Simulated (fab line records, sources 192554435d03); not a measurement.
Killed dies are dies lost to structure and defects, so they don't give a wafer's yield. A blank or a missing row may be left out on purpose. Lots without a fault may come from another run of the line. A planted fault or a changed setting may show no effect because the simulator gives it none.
Chamber matching | flow n5_finfet | N5_DUMMY_GATE_ETCH_37 on rie_diel-04: 4 sister chambers
The step etches SOC in N2/H2, target depth 60 nm, overetch 30 nm. 4 wafers are shown with their chamber, then 7 later ones without.

WAFERS WITH THEIR CHAMBER
wafer  | chamber | throttle_valve_pct (%)
L090.6 | 2       | 18.19
L091.5 | 1       | 17.65
L092.4 | 0       | 17.45
L092.5 | 3       | 18.14

WAFERS WITHOUT THEIR CHAMBER
wafer  | throttle_valve_pct (%)
L092.6 | 17.44
L093.2 | 17.46
L093.4 | 18.14
L093.5 | 17.46
L097.4 | 17.66
L097.5 | 17.67
L097.6 | 17.47

WHICH CHAMBER EACH WENT THROUGH
wafer  | from the rows above | in truth
L092.6 | 0                   | 0
L093.2 | 0                   | 0
L093.4 | 3                   | 3
L093.5 | 0                   | 0
L097.4 | 1                   | 1
L097.5 | 1                   | 1
L097.6 | 0                   | 0
Placed correctly: 7 of 7. Can't be placed from these rows: 0. Placed wrongly: 0.
How it was worked out, from the rows above alone: a wafer's distance from a chamber is the root of the sum, over the readings, of the square of ((its reading less the chamber's mean) divided by the reading's scatter). The wafer belongs to the nearest chamber; if the next one is less than 2 further off, it can't be placed. A chamber's mean is the mean of its shown wafers. The scatter: with one shown wafer a chamber, the root of the mean of the squares of how far each hidden wafer lies from its nearest shown one.
